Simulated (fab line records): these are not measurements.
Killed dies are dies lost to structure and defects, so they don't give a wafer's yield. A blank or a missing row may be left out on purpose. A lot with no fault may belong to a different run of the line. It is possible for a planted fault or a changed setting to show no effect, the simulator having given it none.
A sampling plan put to the test / flow nand_harc / one fab line, 34 faults that these records tell of, each judged on the records of the lots that it struck; 1 more is left out, because the records don't allow judging it
The plan consists of the line's own looks: route steps at which the wafer is read by a gauge or an inspection but not changed. A look can be judged if struck wafers have a number there and the file gives its usual mean and standard deviation on fault-free wafers. Caught: a look later than the fault's first step finds the struck wafers' mean 4 or more of those standard deviations (sigma) from the usual mean. On the tool: the same test on the tool's own readings at the fault's steps. A different recipe on the struck wafers counts as caught too, as does a record blank only for those wafers.

THE FAULTS, as the simulator had put them in
1. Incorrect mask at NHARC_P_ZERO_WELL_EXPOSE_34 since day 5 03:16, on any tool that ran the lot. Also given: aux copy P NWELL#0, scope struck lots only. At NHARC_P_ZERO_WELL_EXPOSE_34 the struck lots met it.
2. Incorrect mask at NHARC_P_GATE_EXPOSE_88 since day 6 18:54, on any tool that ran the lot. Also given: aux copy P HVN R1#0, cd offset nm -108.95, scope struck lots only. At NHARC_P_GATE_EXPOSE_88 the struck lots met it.
3. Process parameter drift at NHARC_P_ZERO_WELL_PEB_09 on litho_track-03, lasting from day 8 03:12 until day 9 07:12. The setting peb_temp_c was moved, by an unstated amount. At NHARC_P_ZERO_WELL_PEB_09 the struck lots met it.
4. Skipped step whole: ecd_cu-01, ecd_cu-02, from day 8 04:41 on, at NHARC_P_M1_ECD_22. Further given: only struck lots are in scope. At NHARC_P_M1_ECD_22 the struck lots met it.
5. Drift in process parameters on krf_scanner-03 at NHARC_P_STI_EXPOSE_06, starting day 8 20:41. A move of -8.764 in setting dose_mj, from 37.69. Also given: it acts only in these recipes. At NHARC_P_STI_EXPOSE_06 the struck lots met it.
6. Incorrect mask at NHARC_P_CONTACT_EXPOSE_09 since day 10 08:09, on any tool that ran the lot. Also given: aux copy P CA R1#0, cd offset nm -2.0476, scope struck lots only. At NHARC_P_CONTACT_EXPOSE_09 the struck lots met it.
7. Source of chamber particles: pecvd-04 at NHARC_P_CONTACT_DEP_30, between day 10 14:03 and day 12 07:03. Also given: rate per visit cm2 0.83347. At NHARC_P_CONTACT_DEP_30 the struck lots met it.
8. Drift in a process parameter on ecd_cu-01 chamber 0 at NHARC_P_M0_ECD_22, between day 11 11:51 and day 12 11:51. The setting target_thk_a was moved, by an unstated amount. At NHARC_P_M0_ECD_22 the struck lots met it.
9. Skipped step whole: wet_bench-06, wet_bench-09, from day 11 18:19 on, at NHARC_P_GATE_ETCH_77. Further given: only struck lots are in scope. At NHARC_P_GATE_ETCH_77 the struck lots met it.
10. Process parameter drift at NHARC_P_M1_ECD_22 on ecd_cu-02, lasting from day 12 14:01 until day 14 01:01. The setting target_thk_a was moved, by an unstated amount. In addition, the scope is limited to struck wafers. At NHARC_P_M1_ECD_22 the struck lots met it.
11. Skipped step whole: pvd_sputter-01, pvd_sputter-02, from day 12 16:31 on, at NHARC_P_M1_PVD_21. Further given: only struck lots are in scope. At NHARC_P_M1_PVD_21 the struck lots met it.
12. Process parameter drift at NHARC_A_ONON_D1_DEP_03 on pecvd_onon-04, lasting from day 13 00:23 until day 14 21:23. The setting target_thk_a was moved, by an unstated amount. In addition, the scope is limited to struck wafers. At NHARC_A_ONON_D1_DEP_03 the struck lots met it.
13. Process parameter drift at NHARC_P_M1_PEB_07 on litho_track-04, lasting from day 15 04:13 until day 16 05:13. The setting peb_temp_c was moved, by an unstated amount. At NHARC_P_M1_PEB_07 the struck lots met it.
14. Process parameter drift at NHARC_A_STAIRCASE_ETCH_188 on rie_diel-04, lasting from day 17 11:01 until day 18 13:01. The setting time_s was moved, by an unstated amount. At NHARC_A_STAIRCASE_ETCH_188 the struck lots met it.
15. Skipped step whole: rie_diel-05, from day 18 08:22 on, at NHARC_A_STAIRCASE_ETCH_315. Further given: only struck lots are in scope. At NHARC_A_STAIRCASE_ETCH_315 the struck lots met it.
16. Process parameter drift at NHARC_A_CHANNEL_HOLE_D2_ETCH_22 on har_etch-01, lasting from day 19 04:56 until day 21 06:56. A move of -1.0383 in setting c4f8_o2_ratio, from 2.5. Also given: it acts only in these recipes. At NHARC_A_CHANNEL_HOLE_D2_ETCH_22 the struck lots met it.
17. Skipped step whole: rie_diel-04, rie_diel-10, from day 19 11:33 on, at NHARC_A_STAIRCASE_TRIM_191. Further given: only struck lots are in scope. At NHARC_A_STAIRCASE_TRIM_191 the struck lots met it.
18. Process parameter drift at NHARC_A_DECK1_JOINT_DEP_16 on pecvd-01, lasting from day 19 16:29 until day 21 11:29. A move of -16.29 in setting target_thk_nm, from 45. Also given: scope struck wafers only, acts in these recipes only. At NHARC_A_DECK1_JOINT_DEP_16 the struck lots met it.
19. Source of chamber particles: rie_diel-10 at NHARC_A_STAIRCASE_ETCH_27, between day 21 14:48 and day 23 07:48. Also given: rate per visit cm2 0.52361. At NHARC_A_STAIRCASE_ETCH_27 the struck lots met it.
20. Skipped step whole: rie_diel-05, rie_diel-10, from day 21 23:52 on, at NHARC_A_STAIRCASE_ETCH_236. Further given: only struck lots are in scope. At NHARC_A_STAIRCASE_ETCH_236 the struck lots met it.
21. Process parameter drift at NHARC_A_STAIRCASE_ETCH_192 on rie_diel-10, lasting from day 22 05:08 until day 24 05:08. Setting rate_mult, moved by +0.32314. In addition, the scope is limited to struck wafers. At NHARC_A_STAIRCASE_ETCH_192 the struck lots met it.
22. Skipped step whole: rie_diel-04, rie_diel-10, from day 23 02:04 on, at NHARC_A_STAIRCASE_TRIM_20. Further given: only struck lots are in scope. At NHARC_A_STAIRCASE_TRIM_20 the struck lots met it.
23. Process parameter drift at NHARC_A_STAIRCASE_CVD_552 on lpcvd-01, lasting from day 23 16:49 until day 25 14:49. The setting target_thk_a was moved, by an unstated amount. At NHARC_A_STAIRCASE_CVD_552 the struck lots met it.
24. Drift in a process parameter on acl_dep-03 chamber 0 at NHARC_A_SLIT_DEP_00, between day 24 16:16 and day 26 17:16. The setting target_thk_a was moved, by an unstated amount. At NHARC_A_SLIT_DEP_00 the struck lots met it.
25. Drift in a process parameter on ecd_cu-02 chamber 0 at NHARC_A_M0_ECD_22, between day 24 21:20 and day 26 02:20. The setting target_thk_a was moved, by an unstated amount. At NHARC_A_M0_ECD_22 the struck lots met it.
26. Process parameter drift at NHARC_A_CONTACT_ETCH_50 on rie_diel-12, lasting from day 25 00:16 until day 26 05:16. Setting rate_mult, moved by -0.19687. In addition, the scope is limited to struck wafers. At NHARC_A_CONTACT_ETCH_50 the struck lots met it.
27. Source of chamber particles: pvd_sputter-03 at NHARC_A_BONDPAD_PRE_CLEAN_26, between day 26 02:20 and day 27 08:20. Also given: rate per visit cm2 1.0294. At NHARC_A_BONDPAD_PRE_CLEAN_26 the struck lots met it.
28. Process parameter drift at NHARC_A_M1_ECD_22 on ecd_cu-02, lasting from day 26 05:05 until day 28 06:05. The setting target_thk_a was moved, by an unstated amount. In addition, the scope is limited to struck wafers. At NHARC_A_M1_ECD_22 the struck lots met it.
29. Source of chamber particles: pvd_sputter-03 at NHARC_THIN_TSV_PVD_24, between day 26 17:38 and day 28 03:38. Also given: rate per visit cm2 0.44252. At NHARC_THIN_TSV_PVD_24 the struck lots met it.
30. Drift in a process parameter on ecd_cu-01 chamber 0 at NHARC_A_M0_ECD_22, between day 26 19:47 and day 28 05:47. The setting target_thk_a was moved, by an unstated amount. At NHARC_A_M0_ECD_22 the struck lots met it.
31. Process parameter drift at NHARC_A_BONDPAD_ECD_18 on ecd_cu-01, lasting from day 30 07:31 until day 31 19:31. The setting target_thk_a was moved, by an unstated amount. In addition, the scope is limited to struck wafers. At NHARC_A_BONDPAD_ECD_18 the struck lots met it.
32. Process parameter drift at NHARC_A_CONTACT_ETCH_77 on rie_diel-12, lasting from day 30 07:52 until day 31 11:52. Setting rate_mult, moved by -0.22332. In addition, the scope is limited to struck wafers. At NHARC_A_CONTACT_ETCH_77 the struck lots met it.
33. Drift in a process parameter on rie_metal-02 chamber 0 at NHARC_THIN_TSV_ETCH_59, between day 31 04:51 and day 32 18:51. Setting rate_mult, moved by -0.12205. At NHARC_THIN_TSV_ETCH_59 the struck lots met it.
34. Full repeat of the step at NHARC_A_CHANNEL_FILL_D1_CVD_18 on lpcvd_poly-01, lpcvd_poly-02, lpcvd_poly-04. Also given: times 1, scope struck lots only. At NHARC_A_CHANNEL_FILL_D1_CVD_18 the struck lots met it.

WHAT THE PLAN SAW
fault=1; on the tool itself=under 2 sigma; first look that catches it=NHARC_END_SORT_01; reading, sigma=killed_at_periphery +99 or beyond; median hours from its first step to that look=541.8; hours from the fault's start to the first struck lot there=544; judged looks passed uncaught=0
fault=2; on the tool itself=no reading that can be judged; first look that catches it=NHARC_P_GATE_CD_MEAS_91; reading, sigma=cd_nm -38; median hours from its first step to that look=0.2; hours from the fault's start to the first struck lot there=9; judged looks passed uncaught=0
fault=3; on the tool itself=plate_temp_C +83 sigma; first look that catches it=NHARC_P_ZERO_WELL_CD_MEAS_11; reading, sigma=cd_nm +17; median hours from its first step to that look=0.1; hours from the fault's start to the first struck lot there=10; judged looks passed uncaught=0
fault=4; on the tool itself=the tool's record is blank for the struck wafers; first look that catches it=NHARC_P_M1_THK_MEAS_24; reading, sigma=thk_nm -74; median hours from its first step to that look=1.0; hours from the fault's start to the first struck lot there=10; judged looks passed uncaught=0
fault=5; on the tool itself=exposure_dose_mJ_cm2 -99 or beyond sigma; first look that catches it=NHARC_P_STI_CD_MEAS_09; reading, sigma=cd_nm -13; median hours from its first step to that look=0.2; hours from the fault's start to the first struck lot there=5; judged looks passed uncaught=0
fault=6; on the tool itself=under 2 sigma; first look that catches it=none of the 4 looks that can be judged after it; reading, sigma=-; median hours from its first step to that look=-; hours from the fault's start to the first struck lot there=-; judged looks passed uncaught=4
fault=7; on the tool itself=under 2 sigma; first look that catches it=NHARC_END_SORT_01; reading, sigma=killed_at_periphery +16; median hours from its first step to that look=444.0; hours from the fault's start to the first struck lot there=438; judged looks passed uncaught=1
fault=8; on the tool itself=no reading that can be judged; first look that catches it=no look after it can be judged; reading, sigma=-; median hours from its first step to that look=-; hours from the fault's start to the first struck lot there=-; judged looks passed uncaught=0
fault=9; on the tool itself=no reading that can be judged; first look that catches it=NHARC_END_SORT_01; reading, sigma=killed_at_periphery +99 or beyond; median hours from its first step to that look=440.5; hours from the fault's start to the first struck lot there=440; judged looks passed uncaught=0
fault=10; on the tool itself=no reading that can be judged; first look that catches it=no look after it can be judged; reading, sigma=-; median hours from its first step to that look=-; hours from the fault's start to the first struck lot there=-; judged looks passed uncaught=0
fault=11; on the tool itself=the tool's record is blank for the struck wafers; first look that catches it=NHARC_END_SORT_01; reading, sigma=killed_at_periphery +99 or beyond; median hours from its first step to that look=424.9; hours from the fault's start to the first struck lot there=435; judged looks passed uncaught=0
fault=12; on the tool itself=under 2 sigma; first look that catches it=NHARC_A_ONON_D1_THK_MEAS_05; reading, sigma=thk_nm +6.9; median hours from its first step to that look=0.5; hours from the fault's start to the first struck lot there=21; judged looks passed uncaught=0
fault=13; on the tool itself=plate_temp_C +21 sigma; first look that catches it=NHARC_P_M1_CD_MEAS_09; reading, sigma=cd_nm +10; median hours from its first step to that look=0.1; hours from the fault's start to the first struck lot there=7; judged looks passed uncaught=0
fault=14; on the tool itself=run_length_s -46 sigma; first look that catches it=NHARC_END_SORT_01; reading, sigma=killed_dies +36; median hours from its first step to that look=216.3; hours from the fault's start to the first struck lot there=231; judged looks passed uncaught=0
fault=15; on the tool itself=the tool's record is blank for the struck wafers; first look that catches it=NHARC_END_SORT_01; reading, sigma=killed_at_array +36; median hours from its first step to that look=179.6; hours from the fault's start to the first struck lot there=182; judged looks passed uncaught=0
fault=16; on the tool itself=under 2 sigma; first look that catches it=no look after it can be judged; reading, sigma=-; median hours from its first step to that look=-; hours from the fault's start to the first struck lot there=-; judged looks passed uncaught=0
fault=17; on the tool itself=the tool's record is blank for the struck wafers; first look that catches it=NHARC_END_SORT_01; reading, sigma=killed_dies +36; median hours from its first step to that look=206.6; hours from the fault's start to the first struck lot there=212; judged looks passed uncaught=0
fault=18; on the tool itself=under 2 sigma; first look that catches it=NHARC_A_DECK1_JOINT_THK_MEAS_17; reading, sigma=thk_nm -13; median hours from its first step to that look=0.2; hours from the fault's start to the first struck lot there=14; judged looks passed uncaught=0
fault=19; on the tool itself=under 2 sigma; first look that catches it=not the one look that can be judged after it; reading, sigma=strongest: killed_at_array at NHARC_END_SORT_01, +3.5; median hours from its first step to that look=-; hours from the fault's start to the first struck lot there=-; judged looks passed uncaught=1
fault=20; on the tool itself=the tool's record is blank for the struck wafers; first look that catches it=NHARC_END_SORT_01; reading, sigma=killed_at_array +36; median hours from its first step to that look=195.3; hours from the fault's start to the first struck lot there=194; judged looks passed uncaught=0
fault=21; on the tool itself=oes_product_au +12 sigma; first look that catches it=NHARC_END_SORT_01; reading, sigma=killed_dies +36; median hours from its first step to that look=198.2; hours from the fault's start to the first struck lot there=206; judged looks passed uncaught=0
fault=22; on the tool itself=the tool's record is blank for the struck wafers; first look that catches it=NHARC_END_SORT_01; reading, sigma=killed_dies +36; median hours from its first step to that look=220.8; hours from the fault's start to the first struck lot there=233; judged looks passed uncaught=0
fault=23; on the tool itself=no reading that can be judged; first look that catches it=NHARC_END_SORT_01; reading, sigma=killed_at_array +28; median hours from its first step to that look=162.6; hours from the fault's start to the first struck lot there=170; judged looks passed uncaught=0
fault=24; on the tool itself=under 2 sigma; first look that catches it=NHARC_END_SORT_01; reading, sigma=killed_at_array +36; median hours from its first step to that look=118.8; hours from the fault's start to the first struck lot there=130; judged looks passed uncaught=0
fault=25; on the tool itself=no reading that can be judged; first look that catches it=not the one look that can be judged after it; reading, sigma=-; median hours from its first step to that look=-; hours from the fault's start to the first struck lot there=-; judged looks passed uncaught=1
fault=26; on the tool itself=oes_product_au -4.3 sigma; first look that catches it=NHARC_END_SORT_01; reading, sigma=killed_dies +8.4; median hours from its first step to that look=73.4; hours from the fault's start to the first struck lot there=87; judged looks passed uncaught=0
fault=27; on the tool itself=under 2 sigma; first look that catches it=NHARC_END_SORT_01; reading, sigma=sort_bin_3_pct +10; median hours from its first step to that look=33.2; hours from the fault's start to the first struck lot there=41; judged looks passed uncaught=0
fault=28; on the tool itself=no reading that can be judged; first look that catches it=no look after it can be judged; reading, sigma=-; median hours from its first step to that look=-; hours from the fault's start to the first struck lot there=-; judged looks passed uncaught=0
fault=29; on the tool itself=no reading that can be judged; first look that catches it=NHARC_END_SORT_01; reading, sigma=killed_at_other +51; median hours from its first step to that look=14.3; hours from the fault's start to the first struck lot there=26; judged looks passed uncaught=1
fault=30; on the tool itself=no reading that can be judged; first look that catches it=none of the 2 looks that can be judged after it; reading, sigma=-; median hours from its first step to that look=-; hours from the fault's start to the first struck lot there=-; judged looks passed uncaught=2
fault=31; on the tool itself=no reading that can be judged; first look that catches it=NHARC_END_SORT_01; reading, sigma=sort_bin_2_pct +82; median hours from its first step to that look=38.9; hours from the fault's start to the first struck lot there=60; judged looks passed uncaught=0
fault=32; on the tool itself=oes_product_au -5.6 sigma; first look that catches it=NHARC_END_SORT_01; reading, sigma=killed_dies +29; median hours from its first step to that look=60.8; hours from the fault's start to the first struck lot there=71; judged looks passed uncaught=0
fault=33; on the tool itself=oes_product_au -4.7 sigma; first look that catches it=NHARC_END_SORT_01; reading, sigma=killed_at_other +99 or beyond; median hours from its first step to that look=11.2; hours from the fault's start to the first struck lot there=39; judged looks passed uncaught=0
fault=34; on the tool itself=under 2 sigma; first look that catches it=NHARC_END_SORT_01; reading, sigma=killed_at_array +36; median hours from its first step to that look=355.7; hours from the fault's start to the first struck lot there=-; judged looks passed uncaught=0
A dash: the fault isn't caught, or these records don't give the number.

Caught at a look: 26 of 34. Caught on the tool: 14 of 34. By one or the other: 26 of 34.
Caught at a look alone: faults 1, 2, 7, 9, 12, 18, 23, 24, 27, 29, 31, 34.
Caught by neither: faults 6, 8, 10, 16, 19, 25, 28, 30.

THINNER SAMPLING
Were the look that catches a fault to measure just every second or every third lot (counted by lot number), the first struck lot would, at worst, be measured this late:
fault=1; struck lots at that look, in order of time=L393; every lot=544 h; every second lot=may miss it; every third lot=may miss it
fault=2; struck lots at that look, in order of time=L671; every lot=9 h; every second lot=may miss it; every third lot=may miss it
fault=3; struck lots at that look, in order of time=L367, L368; every lot=10 h; every second lot=20 h; every third lot=may miss all 2
fault=4; struck lots at that look, in order of time=L681, L682, L683; every lot=10 h; every second lot=15 h; every third lot=25 h
fault=5; struck lots at that look, in order of time=L167, L172; every lot=5 h; every second lot=57 h; every third lot=may miss all 2
fault=7; struck lots at that look, in order of time=L207, L208; every lot=438 h; every second lot=477 h; every third lot=may miss all 2
fault=9; struck lots at that look, in order of time=L906, L907; every lot=440 h; every second lot=457 h; every third lot=may miss all 2
fault=11; struck lots at that look, in order of time=L606; every lot=435 h; every second lot=may miss it; every third lot=may miss it
fault=12; struck lots at that look, in order of time=L379; every lot=21 h; every second lot=may miss it; every third lot=may miss it
fault=13; struck lots at that look, in order of time=L308, L309; every lot=7 h; every second lot=23 h; every third lot=may miss all 2
fault=14; struck lots at that look, in order of time=L243, L245; every lot=231 h; every second lot=may miss all 2; every third lot=may miss all 2
fault=15; struck lots at that look, in order of time=L301, L304; every lot=182 h; every second lot=201 h; every third lot=may miss all 2
fault=17; struck lots at that look, in order of time=L490, L489, L492; every lot=212 h; every second lot=217 h; every third lot=may miss all 3
fault=18; struck lots at that look, in order of time=L339, L338, L340; every lot=14 h; every second lot=14 h; every third lot=27 h
fault=20; struck lots at that look, in order of time=L544, L543, L547; every lot=194 h; every second lot=204 h; every third lot=may miss all 3
fault=21; struck lots at that look, in order of time=L274; every lot=206 h; every second lot=may miss it; every third lot=may miss it
fault=22; struck lots at that look, in order of time=L208, L207; every lot=233 h; every second lot=235 h; every third lot=may miss all 2
fault=23; struck lots at that look, in order of time=L783, L782; every lot=170 h; every second lot=171 h; every third lot=may miss all 2
fault=24; struck lots at that look, in order of time=L160, L163; every lot=130 h; every second lot=147 h; every third lot=may miss all 2
fault=26; struck lots at that look, in order of time=L956, L959; every lot=87 h; every second lot=96 h; every third lot=may miss all 2
fault=27; struck lots at that look, in order of time=L685, L686; every lot=41 h; every second lot=58 h; every third lot=may miss all 2
fault=29; struck lots at that look, in order of time=L368, L369; every lot=26 h; every second lot=43 h; every third lot=may miss all 2
fault=31; struck lots at that look, in order of time=L268, L267, L269; every lot=60 h; every second lot=63 h; every third lot=68 h
fault=32; struck lots at that look, in order of time=L242, L243, L244; every lot=71 h; every second lot=76 h; every third lot=87 h
fault=33; struck lots at that look, in order of time=L709, L708; every lot=39 h; every second lot=40 h; every third lot=may miss all 2
Hours count from the start of the fault until the first struck lot that is measured. The limit of 4 sigma was tested on all struck wafers together, so one lot alone may lie under it. Other struck lots may not be in these records.

THE LONGEST TIMED WAY FROM STEP TO LOOK
Fault 1: a median of 541.8 hours passes between NHARC_P_ZERO_WELL_EXPOSE_34 and NHARC_END_SORT_01. No look between them can be judged.
